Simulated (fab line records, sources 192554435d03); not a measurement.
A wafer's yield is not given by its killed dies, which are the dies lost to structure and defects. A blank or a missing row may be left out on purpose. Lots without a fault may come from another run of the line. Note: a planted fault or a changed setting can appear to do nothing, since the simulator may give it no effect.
fab line records	flow n5-finfet
record lots=5	wafers=15	last-day=18
route steps=1938 shown BEOL_M2@916 BEOL_M3@931
lots that met no fault: taken from a fault-free run of the same line
start-h: the number of hours between the record's first day and the start of the first shown wafer of the lot	wait-h: hours elapsed since this lot's preceding step	" repeats the value in the row above	L1.1+2: one row covering several wafers at once	- no value, or no start given	* or withheld: withheld	< > ~ a bound
route shown NAME@n: NAME is a module with steps in the file, n the number in the route of the first one	usual: average and standard deviation across the fault-free wafers	same: alike in all rows	chamber/n: place in a boat	sites: per-site readings	_std_site: the values' standard deviation	_edge_site: the outer-site mean with the inner-site mean subtracted	radius-mm: for every site, how far away it sits from the centre of the wafer	mask NAME#n: copy n	behind: the most recent tool/chamber to have shaped the wafer	hold: cause of the lot's hold/its duration in hours/its outcome	device: transistor that didn't switch, given as n, p or np	end of line: tests of these same wafers at the route's end	for a step that has no rows: nothing shown but its recipe	killed: the dies lost at the first sort to structure and to defects; this is not the yield of the wafer	map: a wafer's dies, marking killed ones x, the rest . and places with no die _
set.NAME: setting as actually run; set.NAME@STEP: the setting as run at that earlier step	model.NAME: the simulator's own value behind a step, which no gauge read
lots at selected steps of the route; one table per step, one row per wafer
services: the hour from which a tool's chamber was out of use, counted from the record's first day as start-h (under 0 if before that day), plus the number of hours and why
## steps
# step N5_BEOL_M2_SPUTTER_92
# recipe material=Cu	target-thk-a=45	temp-c=-20	chamber-pressure-pa=0.07	power-w=withheld	time-s=8.29
# usual chamber-pressure-pa=0.07/0.00013	substrate-temp-c=-20.00/0.11	susceptor-temp-C=-20.00/0.13	throttle-valve-pct=30.1/1
lot.wafer	tool	chamber	start-h	wait-h	chamber-pressure-pa	substrate-temp-c	susceptor-temp-C	throttle-valve-pct
L074.1	pvd-sputter-02	-	142.05	0.1	0.07028	-19.89	-20.09	30.2
L074.2	"	-	"	"	0.07	-19.82	-20.06	31.5
L074.3	"	-	"	"	0.06972	-19.87	-20.05	30.6
L082.4	pvd-sputter-02	-	196.75	0.1	0.07017	-20.02	-20.17	30.9
L082.5	"	-	"	"	0.07009	-19.95	-19.94	30.6
L082.6	"	-	"	"	0.07005	-20.07	-20.12	30.1
L083.1	pvd-sputter-01	-	196.88	0.1	0.0699	-19.97	-19.83	28.5
L083.4	"	-	"	"	0.07003	-20.07	-19.93	29.3
L083.6	"	-	"	"	0.06988	-19.98	-19.97	28.6
L085.1	pvd-sputter-01	-	214.77	0.1	0.07003	-20.13	-20.02	29.4
L085.2	"	-	"	"	0.07022	-19.92	-20.08	28.6
L085.5	"	-	"	"	0.07004	-19.97	-20.31	30.2
L097.1	pvd-sputter-02	-	283.72	0.1	0.07026	-20.31	-20.10	31.4
L097.3	"	-	"	"	0.06991	-20.12	-20.01	30.0
L097.5	"	-	"	"	0.07003	-19.96	-20.16	29.7
# step N5_BEOL_M2_ANNEAL_93
# recipe temp-c=400	time-s=240	ambient=vacuum
# usual heater-power-w=827/130	susceptor-temp-C=400.04/0.25
lot.wafer	tool	chamber	start-h	wait-h	heater-power-w	susceptor-temp-C
L074.1	pvd-sputter-02	-	142.13	0.0	1065	400.19
L074.2	"	-	"	"	1054	399.68
L074.3	"	-	"	"	621	400.09
L082.4	pvd-sputter-02	-	196.83	0.0	621	400.20
L082.5	"	-	"	"	617	399.99
L082.6	"	-	"	"	1036	400.10
L083.1	pvd-sputter-01	-	196.96	0.0	843	399.92
L083.4	"	-	"	"	862	400.11
L083.6	"	-	"	"	833	400.05
L085.1	pvd-sputter-01	-	214.85	0.0	865	400.39
L085.2	"	-	"	"	837	400.42
L085.5	"	-	"	"	738	400.18
L097.1	pvd-sputter-02	-	283.80	0.0	1064	400.19
L097.3	"	-	"	"	1044	400.10
L097.5	"	-	"	"	834	399.78
# step N5_BEOL_M2_SPUTTER_94
# recipe material=Cu	target-thk-a=45	temp-c=-20	chamber-pressure-pa=0.07	power-w=withheld	time-s=8.29
# usual chamber-pressure-pa=0.06999/0.00015	substrate-temp-c=-19.98/0.12	susceptor-temp-C=-20.01/0.11	throttle-valve-pct=30.1/1
lot.wafer	tool	chamber	start-h	wait-h	chamber-pressure-pa	substrate-temp-c	susceptor-temp-C	throttle-valve-pct
L074.1	pvd-sputter-02	-	142.27	0.1	0.07	-20.02	-20.15	30.0
L074.2	"	-	"	"	0.06996	-20.03	-19.95	31.2
L074.3	"	-	"	"	0.06983	-19.80	-19.95	30.7
L082.4	pvd-sputter-02	-	196.97	0.1	0.07008	-20.16	-20.01	30.9
L082.5	"	-	"	"	0.07021	-20.09	-20.08	31.2
L082.6	"	-	"	"	0.06982	-20.03	-19.72	30.2
L083.1	pvd-sputter-01	-	197.10	0.1	0.06985	-19.89	-20.03	28.8
L083.4	"	-	"	"	0.06996	-19.83	-19.74	29.6
L083.6	"	-	"	"	0.06985	-19.82	-20.20	28.3
L085.1	pvd-sputter-01	-	214.99	0.1	0.07	-19.93	-20.10	29.6
L085.2	"	-	"	"	0.06998	-20.00	-20.14	28.3
L085.5	"	-	"	"	0.07007	-19.99	-20.03	30.4
L097.1	pvd-sputter-02	-	283.94	0.1	0.06996	-20.01	-20.00	31.3
L097.3	"	-	"	"	0.06998	-19.91	-19.83	30.2
L097.5	"	-	"	"	0.0698	-20.15	-19.94	29.5
# step N5_BEOL_M2_ANNEAL_95
# recipe temp-c=400	time-s=240	ambient=vacuum
# usual heater-power-w=828/130	susceptor-temp-C=400.00/0.23
lot.wafer	tool	chamber	start-h	wait-h	heater-power-w	susceptor-temp-C
L074.1	pvd-sputter-02	-	142.35	0.0	1056	399.45
L074.2	"	-	"	"	1032	400.29
L074.3	"	-	"	"	612	400.13
L082.4	pvd-sputter-02	-	197.05	0.0	610	400.13
L082.5	"	-	"	"	597	400.44
L082.6	"	-	"	"	1060	399.96
L083.1	pvd-sputter-01	-	197.18	0.0	860	399.98
L083.4	"	-	"	"	863	400.17
L083.6	"	-	"	"	880	400.06
L085.1	pvd-sputter-01	-	215.07	0.0	872	399.86
L085.2	"	-	"	"	843	399.75
L085.5	"	-	"	"	738	399.89
L097.1	pvd-sputter-02	-	284.02	0.0	1073	400.30
L097.3	"	-	"	"	1051	399.71
L097.5	"	-	"	"	850	400.01
# step N5_BEOL_M2_SPUTTER_96
# recipe material=Cu	target-thk-a=45	temp-c=-20	chamber-pressure-pa=0.07	power-w=withheld	time-s=8.29
# usual chamber-pressure-pa=0.06999/0.00014	substrate-temp-c=-19.98/0.1	susceptor-temp-C=-19.99/0.11	throttle-valve-pct=30.1/1.1
lot.wafer	tool	chamber	start-h	wait-h	chamber-pressure-pa	substrate-temp-c	susceptor-temp-C	throttle-valve-pct
L074.1	pvd-sputter-02	-	142.49	0.1	0.07006	-19.92	-19.94	30.0
L074.2	"	-	"	"	0.06999	-19.82	-19.95	31.2
L074.3	"	-	"	"	0.07009	-20.08	-19.94	30.7
L082.4	pvd-sputter-02	-	197.19	0.1	0.07036	-19.85	-19.95	30.7
L082.5	"	-	"	"	0.0703	-19.89	-19.94	30.6
L082.6	"	-	"	"	0.07008	-19.99	-20.22	29.8
L083.1	pvd-sputter-01	-	197.32	0.1	0.06995	-19.90	-20.04	28.7
L083.4	"	-	"	"	0.07012	-20.03	-19.92	29.5
L083.6	"	-	"	"	0.06977	-19.95	-19.90	28.3
L085.1	pvd-sputter-01	-	215.21	0.1	0.07008	-20.03	-19.65	29.4
L085.2	"	-	"	"	0.06994	-19.97	-19.98	28.5
L085.5	"	-	"	"	0.07003	-19.96	-20.04	30.5
L097.1	pvd-sputter-02	-	284.16	0.1	0.06984	-20.09	-20.08	31.4
L097.3	"	-	"	"	0.06988	-20.05	-19.92	30.3
L097.5	"	-	"	"	0.07004	-20.04	-19.92	30.0
# step N5_BEOL_M2_ECD_50
# recipe material=Cu	target-thk-a=3000
lot.wafer	tool	chamber	start-h	wait-h
L074.1+2+3	ecd-cu-01	1,0,0	142.61	0.1
L082.4+5+6	ecd-cu-01	0,0,1	197.33	0.1
L083.1+4+6	ecd-cu-02	0	197.44	0.1
L085.1+2+5	ecd-cu-01	0,1,1	215.33	0.1
L097.1+3+5	ecd-cu-01	0	284.28	0.1
# step N5_BEOL_M2_ANNEAL_51
# recipe temp-c=225	time-s=90	ambient=N2
# usual anneal-temp-c=225.02/0.16	wafer_temp_C_max=226.1/0.33
lot.wafer	tool	chamber	start-h	wait-h	anneal-temp-c	wafer_temp_C_max
L074.1	rtp-anneal-01	0	142.68	0.1	224.97	225.8
L074.2	"	0	"	"	225.16	226.5
L074.3	"	0	"	"	225.06	225.5
L083.1	rtp-anneal-01	0	197.51	0.1	224.97	226.1
L083.4	"	0	"	"	225.07	225.9
L083.6	"	0	"	"	224.99	226.0
L082.4	rtp-anneal-02	0	197.52	0.2	225.03	226.2
L082.5	"	0	"	"	225.33	226.1
L082.6	"	0	"	"	224.89	226.3
L085.1	rtp-anneal-01	0	215.83	0.5	225.05	225.8
L085.2	"	0	"	"	224.95	225.7
L085.5	"	0	"	"	225.00	226.2
L097.1	rtp-anneal-01	0	284.35	0.1	225.17	226.2
L097.3	"	0	"	"	224.98	225.7
L097.5	"	0	"	"	225.01	226.2
# step N5_BEOL_M2_CMP_52
# recipe stop-on=SiOC	t-overpolish-s=6.8	down-force-psi=1	platen-rpm=50	clearing-platen-down-force-psi=1.5	clearing-platen-rpm=50	post-cmp-clean=cu-alkaline	target-thk-nm=40	clearing-platen-pad-velocity-m-s=0.99484	pad-velocity-m-s=0.99484
# usual barrier-field-endpoint-s=25.0/0.71	head-pressure-psi=0.9999/0.0022	motor-current-A=5.9/0.46	overpolish-run-s=6.801/0.0092	time-to-endpoint-s=63/3.5
lot.wafer	tool	chamber	start-h	wait-h	barrier-field-endpoint-s	head-pressure-psi	motor-current-A	overpolish-run-s	time-to-endpoint-s
L074.1	cmp-01	2	143.02	0.3	24.0	0.9996	6.3	6.802	62
L074.2	"	3	"	"	24.9	0.9966	6.6	6.789	61
L074.3	"	0	"	"	24.0	0.9991	5.0	6.794	59
L082.4	cmp-02	3	197.76	0.2	25.0	0.9992	5.7	6.805	63
L082.6	"	1	"	"	25.1	0.9970	6.2	6.808	62
L082.5	"	2	"	"	25.1	0.9997	6.1	6.822	63
L083.1	cmp-03	3	197.85	0.3	25.3	0.9982	6.2	6.796	64
L083.4	"	0	"	"	25.7	0.9983	6.0	6.812	66
L083.6	"	2	"	"	25.3	1.0062	5.9	6.813	63
L085.1	cmp-02	3	216.17	0.3	24.1	1.0006	5.7	6.802	56
L085.2	"	1	"	"	25.2	1.0027	6.2	6.795	61
L085.5	"	3	"	"	24.8	0.9975	5.3	6.814	59
L097.3	cmp-03	3	284.69	0.2	24.6	0.9998	6.2	6.803	63
L097.1	"	0	"	"	25.4	0.9994	5.8	6.802	69
L097.5	"	3	"	"	24.1	0.9985	6.2	6.787	61
# step N5_BEOL_M2_THK_MEAS_53
# recipe thk-meas-gauge=xrf	reads=Cu_of_BEOL_M2_ECD_50
# usual M2_THK=40.3/1.6
lot.wafer	tool	chamber	start-h	wait-h	M2_THK[nm]
L074.1	film-metro-01	-	143.28	-	40.3
L074.2	"	-	"	"	40.9
L074.3	"	-	"	"	37.3
L082.4	film-metro-02	-	197.98	-	36.6
L082.5	"	-	"	"	37.4
L082.6	"	-	"	"	37.0
L083.1	film-metro-02	-	198.10	-	40.3
L083.4	"	-	"	"	41.8
L083.6	"	-	"	"	41.5
L085.1	film-metro-02	-	216.42	-	40.2
L085.2	"	-	"	"	42.7
L085.5	"	-	"	"	41.8
L097.1	film-metro-02	-	284.94	-	41.4
L097.3	"	-	"	"	40.9
L097.5	"	-	"	"	39.5
# step N5_BEOL_M2_PRE_CLEAN_60
# recipe gas=NH3/H2	time-s=15	temp-c=*	rf-power-w=300
# usual heater-power-w=84/17	susceptor-temp-C=*
lot.wafer	tool	chamber	start-h	wait-h	heater-power-w	susceptor-temp-C
L074.1	cvd-co-01	0	143.32	0.0	62	*
L074.2	"	1	"	"	81	*
L074.3	"	2	"	"	80	*
L082.4	cvd-co-02	2	198.03	0.1	119	*
L082.5	"	0	"	"	100	*
L082.6	"	1	"	"	87	*
L083.1	cvd-co-01	0	198.14	0.0	64	*
L083.4	"	2	"	"	82	*
L083.6	"	1	"	"	80	*
L085.1	cvd-co-02	1	216.46	0.0	88	*
L085.2	"	2	"	"	121	*
L085.5	"	2	"	"	118	*
L097.1	cvd-co-02	0	284.98	0.0	104	*
L097.3	"	2	"	"	123	*
L097.5	"	2	"	"	116	*
# step N5_BEOL_M2_CO_CAP_55
# recipe material=Co	target-thk-a=20	temp-c=200	precursor=CCTBA/H2	pressure-torr=30	time-s=102.1
# usual heater-power-w=234/21	susceptor-temp-C=200.04/0.17
lot.wafer	tool	chamber	start-h	wait-h	heater-power-w	susceptor-temp-C
L074.1	cvd-co-01	0	143.36	0.0	211	199.83
L074.2	"	1	"	"	232	199.99
L074.3	"	2	"	"	230	199.86
L082.4	cvd-co-02	2	198.09	0.0	275	200.34
L082.5	"	0	"	"	252	200.06
L082.6	"	1	"	"	240	200.11
L083.1	cvd-co-01	0	198.18	0.0	209	199.81
L083.4	"	2	"	"	226	199.92
L083.6	"	1	"	"	226	199.98
L085.1	cvd-co-02	1	216.50	0.0	237	200.26
L085.2	"	2	"	"	282	199.81
L085.5	"	2	"	"	282	200.21
L097.1	cvd-co-02	0	285.02	0.0	257	200.07
L097.3	"	2	"	"	279	199.85
L097.5	"	2	"	"	270	200.29
# step N5_BEOL_M2_PRE_CLEAN_56
# recipe gas=NH3	time-s=15	temp-c=withheld	rf-power-w=300
lot.wafer	tool	chamber	start-h	wait-h
L074.1+2+3	pecvd-03	2,0,1	143.45	0.1
L082.4+5+6	pecvd-04	1,0,2	198.16	0.0
L083.1+4+6	pecvd-02	1,0,1	198.29	0.1
L085.1+2+5	pecvd-04	1,0,1	216.59	0.1
L097.1+3+5	pecvd-04	0,0,1	285.11	0.1
# step N5_BEOL_M2_DEP_57
# recipe material=SiCN	target-thk-a=80	temp-c=withheld	precursor=3MS/NH3	pressure-torr=3	rf-w=202	time-s=14
# usual showerhead-plenum-p-Torr=3.664/0.013	throttle-valve-pct=9.1/0.44
lot.wafer	tool	chamber	start-h	wait-h	showerhead-plenum-p-Torr	throttle-valve-pct
L074.1	pecvd-03	2	143.47	0.0	3.668	8.3
L074.2	"	0	"	"	3.667	9.6
L074.3	"	1	"	"	3.659	9.5
L082.4	pecvd-04	1	198.19	0.0	3.669	9.2
L082.5	"	0	"	"	3.681	9.4
L082.6	"	2	"	"	3.656	9.5
L083.1	pecvd-02	1	198.31	0.0	3.661	8.7
L083.4	"	0	"	"	3.655	9.3
L083.6	"	1	"	"	3.661	8.7
L085.1	pecvd-04	1	216.63	0.0	3.677	9.0
L085.2	"	0	"	"	3.689	9.5
L085.5	"	1	"	"	3.673	9.1
L097.1	pecvd-04	0	285.15	0.0	3.695	9.5
L097.3	"	0	"	"	3.694	9.5
L097.5	"	1	"	"	3.679	9.2
# step N5_BEOL_M2_RS_MEAS_58
# recipe thk-meas-gauge=four-point-probe	reads=Co_of_BEOL_M2_CO_CAP_55+Cu_of_BEOL_M2_ECD_50+Co_of_BEOL_M2_CVD_47+TaN_of_BEOL_M2_ALD_84
# usual M2_RS=0.68/0.033
lot.wafer	tool	chamber	start-h	wait-h	M2_RS[ohm/sq]
L074.1	film-metro-02	-	143.54	0.0	0.67
L074.2	"	-	"	"	0.66
L074.3	"	-	"	"	0.74
L082.4	film-metro-02	-	198.24	0.0	0.76
L082.5	"	-	"	"	0.74
L082.6	"	-	"	"	0.75
L083.1	film-metro-01	-	198.38	0.0	0.68
L083.4	"	-	"	"	0.65
L083.6	"	-	"	"	0.66
L085.1	film-metro-01	-	216.72	0.1	0.67
L085.2	"	-	"	"	0.63
L085.5	"	-	"	"	0.64
L097.1	film-metro-01	-	285.24	0.1	0.64
L097.3	"	-	"	"	0.65
L097.5	"	-	"	"	0.68
# step N5_BEOL_M2_INSPECT_59
# recipe inspect-instrument=darkfield	mode=post-dep
# usual raw-defect-count=87/31
lot.wafer	tool	chamber	start-h	wait-h	raw-defect-count
L074.1	defect-inspect-01	-	143.56	0.0	40
L074.2	"	-	"	"	72
L074.3	"	-	"	"	59
L082.4	defect-inspect-02	-	198.27	0.0	208
L082.5	"	-	"	"	138
L082.6	"	-	"	"	170
L083.1	defect-inspect-01	-	198.40	0.0	118
L083.4	"	-	"	"	104
L083.6	"	-	"	"	75
L085.1	defect-inspect-02	-	216.74	0.0	69
L085.2	"	-	"	"	45
L085.5	"	-	"	"	103
L097.1	defect-inspect-02	-	285.26	0.0	82
L097.3	"	-	"	"	141
L097.5	"	-	"	"	96
# step N5_BEOL_M3_ILD_DEP_00
# recipe material=SiOC	target-thk-a=790	temp-c=350	precursor=DEMS/O2	pressure-torr=5	rf-w=500	time-s=15.3
# usual heater-power-w=468/61	showerhead-plenum-p-Torr=5.700/0.015	susceptor-temp-C=349.98/0.18	throttle-valve-pct=11.8/0.47
lot.wafer	tool	chamber	start-h	wait-h	heater-power-w	showerhead-plenum-p-Torr	susceptor-temp-C	throttle-valve-pct
L074.1	pecvd-04	1	143.60	0.0	392	5.707	349.93	12.2
L074.2	"	0	"	"	523	5.702	350.51	12.2
L074.3	"	1	"	"	386	5.705	350.00	11.8
L082.4	pecvd-01	0	198.32	0.1	495	5.714	350.23	11.0
L082.5	"	2	"	"	556	5.701	349.93	11.8
L082.6	"	1	"	"	456	5.719	350.01	12.3
L083.1	pecvd-01	0	198.44	0.0	513	5.700	349.78	11.0
L083.4	"	2	"	"	580	5.702	349.98	11.6
L083.6	"	0	"	"	409	5.712	349.86	10.7
L085.1	pecvd-02	1	216.79	0.0	476	5.696	349.72	11.6
L085.2	"	0	"	"	477	5.686	349.96	12.4
L085.5	"	0	"	"	483	5.675	350.36	12.2
L097.1	pecvd-01	1	285.30	0.0	479	5.697	349.80	12.3
L097.3	"	0	"	"	458	5.721	350.04	10.9
L097.5	"	2	"	"	627	5.698	349.94	11.9
# step N5_BEOL_M3_THK_MEAS_01
# recipe reads=SiOC_of_BEOL_M3_ILD_DEP_00
# usual M3_ILD_THK=78.9/1.1
lot.wafer	tool	chamber	start-h	wait-h	M3_ILD_THK[nm]
L074.1	film-metro-02	-	143.69	0.1	78.3
L074.2	"	-	"	"	77.5
L074.3	"	-	"	"	79.5
L082.4	film-metro-02	-	198.37	0.0	78.9
L082.5	"	-	"	"	81.1
L082.6	"	-	"	"	80.1
L083.1	film-metro-01	-	198.51	0.0	78.0
L083.4	"	-	"	"	82.2
L083.6	"	-	"	"	79.3
L085.1	film-metro-01	-	216.85	0.0	78.3
L085.2	"	-	"	"	78.9
L085.5	"	-	"	"	79.4
L097.1	film-metro-02	-	285.37	0.0	77.6
L097.3	"	-	"	"	77.8
L097.5	"	-	"	"	80.3
# step N5_BEOL_M3_PECVD_72
# recipe material=SiO2	target-thk-a=160	temp-c=400	precursor=TEOS/O2	pressure-torr=5.5	rf-w=450	teos-flow-sccm=53.8	gas=O2	flow-sccm=3000	time-s=18
# usual heater-power-w=688/82	showerhead-plenum-p-Torr=8.79/0.064	susceptor-temp-C=400.00/0.22	throttle-valve-pct=22.4/0.81
lot.wafer	tool	chamber	start-h	wait-h	heater-power-w	showerhead-plenum-p-Torr	susceptor-temp-C	throttle-valve-pct
L074.1	pecvd-01	0	143.72	0.0	757	8.84	399.68	20.5
L074.2	"	1	"	"	600	8.84	399.97	22.6
L074.3	"	2	"	"	897	8.80	400.00	21.9
L082.4	pecvd-04	2	198.42	0.1	513	8.74	400.52	23.7
L082.5	"	1	"	"	716	8.83	400.29	22.6
L082.6	"	0	"	"	756	8.87	399.88	23.2
L083.1	pecvd-02	2	198.55	0.0	789	8.69	399.68	21.6
L083.4	"	0	"	"	617	8.77	399.96	23.2
L083.6	"	2	"	"	806	8.69	399.93	21.5
L085.1	pecvd-01	1	216.89	0.0	679	8.83	400.00	22.5
L085.2	"	2	"	"	848	8.81	399.76	22.1
L085.5	"	0	"	"	729	8.83	399.93	20.4
L097.1	pecvd-02	1	285.40	0.0	677	8.78	399.79	21.9
L097.3	"	2	"	"	805	8.73	399.84	21.6
L097.5	"	0	"	"	633	8.75	400.18	23.2
# step N5_BEOL_M3_HM_DEP_02
# recipe material=TiN	target-thk-a=200	temp-c=25	chamber-pressure-pa=0.49996
# usual chamber-pressure-pa=0.5000/0.00089	substrate-temp-c=24.99/0.1	susceptor-temp-C=25.00/0.11	throttle-valve-pct=30.0/1.1
lot.wafer	tool	chamber	start-h	wait-h	chamber-pressure-pa	substrate-temp-c	susceptor-temp-C	throttle-valve-pct
L074.1	pvd-sputter-03	-	144.02	0.3	0.5008	25.06	24.85	30.6
L074.2	"	-	"	"	0.5005	25.07	24.96	32.2
L074.3	"	-	"	"	0.5002	24.88	24.93	29.7
L082.4	pvd-sputter-03	-	201.14	2.7	0.4997	24.99	25.20	30.2
L082.5	"	-	"	"	0.5004	24.97	25.10	30.2
L082.6	"	-	"	"	0.5007	25.14	25.01	30.7
L083.1	pvd-sputter-03	-	201.36	2.8	0.5000	24.97	24.85	29.7
L083.4	"	-	"	"	0.4995	25.20	24.89	32.2
L083.6	"	-	"	"	0.5003	25.09	25.06	30.1
L085.1	pvd-sputter-02	-	216.95	0.0	0.4999	24.87	24.96	31.5
L085.2	"	-	"	"	0.5002	25.04	25.05	29.8
L085.5	"	-	"	"	0.5009	24.82	25.03	31.4
L097.1	pvd-sputter-01	-	286.47	1.0	0.4981	24.97	25.23	28.4
L097.3	"	-	"	"	0.4989	24.72	25.03	28.5
L097.5	"	-	"	"	0.5006	24.91	25.11	29.4
# step N5_BEOL_M3_COAT_61
# recipe resist=SOC	temp-c=250	time-s=60	spin-rpm=1500	resist-thk-nm=60
# usual dispense-pressure-kPa=48/3.5
lot.wafer	tool	chamber	start-h	wait-h	dispense-pressure-kPa
L074.1	litho-track-02	0	144.14	0.1	50
L074.2	"	0	"	"	50
L074.3	"	0	"	"	50
L082.4	litho-track-02	0	201.28	0.1	50
L082.5	"	0	"	"	50
L082.6	"	0	"	"	50
L083.1	litho-track-02	0	201.48	0.1	50
L083.4	"	0	"	"	50
L083.6	"	0	"	"	50
L085.1	litho-track-03	0	217.07	0.1	52
L085.2	"	0	"	"	52
L085.5	"	0	"	"	52
L097.1	litho-track-02	0	286.59	0.1	50
L097.3	"	0	"	"	50
L097.5	"	0	"	"	50
# step N5_BEOL_M3_COAT_62
# recipe resist=SiARC	temp-c=220	time-s=60	spin-rpm=1500	resist-thk-nm=12
# usual dispense-pressure-kPa=48/3.5
lot.wafer	tool	chamber	start-h	wait-h	dispense-pressure-kPa
L074.1	litho-track-02	0	-	-	50
L074.2	"	0	"	"	50
L074.3	"	0	"	"	50
L082.4	litho-track-02	0	-	-	50
L082.5	"	0	"	"	50
L082.6	"	0	"	"	50
L083.1	litho-track-02	0	-	-	50
L083.4	"	0	"	"	50
L083.6	"	0	"	"	50
L085.1	litho-track-03	0	-	-	52
L085.2	"	0	"	"	52
L085.5	"	0	"	"	52
L097.1	litho-track-02	0	-	-	50
L097.3	"	0	"	"	50
L097.5	"	0	"	"	50
# step N5_BEOL_M3_COAT_73
# recipe resist=underlayer	temp-c=205	time-s=60	spin-rpm=1500	resist-thk-nm=5
# usual dispense-pressure-kPa=48/3.5
lot.wafer	tool	chamber	start-h	wait-h	dispense-pressure-kPa
L074.1	litho-track-02	0	-	-	50
L074.2	"	0	"	"	50
L074.3	"	0	"	"	50
L082.4	litho-track-02	0	-	-	50
L082.5	"	0	"	"	50
L082.6	"	0	"	"	50
L083.1	litho-track-02	0	-	-	50
L083.4	"	0	"	"	50
L083.6	"	0	"	"	50
L085.1	litho-track-03	0	-	-	52
L085.2	"	0	"	"	52
L085.5	"	0	"	"	52
L097.1	litho-track-02	0	-	-	50
L097.3	"	0	"	"	50
L097.5	"	0	"	"	50
# step N5_BEOL_M3_COAT_05
# recipe resist=CAR-EUV	spin-rpm=1500	resist-thk-nm=30
# usual dispense-pressure-kPa=48/3.5
lot.wafer	tool	chamber	start-h	wait-h	dispense-pressure-kPa
L074.1	litho-track-02	0	-	-	50
L074.2	"	0	"	"	50
L074.3	"	0	"	"	50
L082.4	litho-track-02	0	-	-	50
L082.5	"	0	"	"	50
L082.6	"	0	"	"	50
L083.1	litho-track-02	0	-	-	50
L083.4	"	0	"	"	50
L083.6	"	0	"	"	50
L085.1	litho-track-03	0	-	-	52
L085.2	"	0	"	"	52
L085.5	"	0	"	"	52
L097.1	litho-track-02	0	-	-	50
L097.3	"	0	"	"	50
L097.5	"	0	"	"	50
# step N5_BEOL_M3_EBR_07
# recipe solvent=PGMEA	ebr-width-mm=1.5
lot.wafer	tool	chamber	start-h	wait-h
L074.1+2+3	litho-track-02	0	-	-
L082.4+5+6	litho-track-02	0	-	-
L083.1+4+6	litho-track-02	0	-	-
L085.1+2+5	litho-track-03	0	-	-
L097.1+3+5	litho-track-02	0	-	-
# step N5_BEOL_M3_SOFTBAKE_06
# recipe temp-c=110	time-s=60	resist=CAR-EUV
lot.wafer	tool	chamber	start-h	wait-h
L074.1+2+3	litho-track-02	0	-	-
L082.4+5+6	litho-track-02	0	-	-
L083.1+4+6	litho-track-02	0	-	-
L085.1+2+5	litho-track-03	0	-	-
L097.1+3+5	litho-track-02	0	-	-
## services
tool	chamber	start-h	hours	kind
pecvd-04	2	131.19	15.6	repair
cmp-02	-	132.74	11.8	pm
cvd-co-01	-	140.05	0.7	repair
pecvd-03	-	146.95	2.8	pm
pecvd-04	2	154.24	4.7	repair
pecvd-01	1	160.64	3.2	repair
cvd-co-02	-	164.31	3.8	pm
pecvd-01	2	166.23	2.9	repair
cvd-co-01	2	168.85	11.0	repair
cmp-03	-	181.91	3.1	repair
pecvd-02	2	202.45	4.4	repair
cvd-co-01	-	204.15	2.1	repair
cvd-co-02	-	206.61	6.0	pm
pecvd-04	0	208.94	1.9	repair
pecvd-02	2	210.16	5.3	repair
pecvd-04	1	216.87	14.9	repair
pecvd-01	-	218.27	14.1	repair
pecvd-04	-	222.72	0.5	repair
cvd-co-01	-	223.42	8.5	repair
pecvd-01	-	249.84	0.6	repair
ecd-cu-01	-	255.23	2.1	repair
pecvd-01	-	269.73	1.0	repair
pecvd-04	-	270.16	2.9	repair
pecvd-04	2	282.31	4.7	repair
## key
fault none
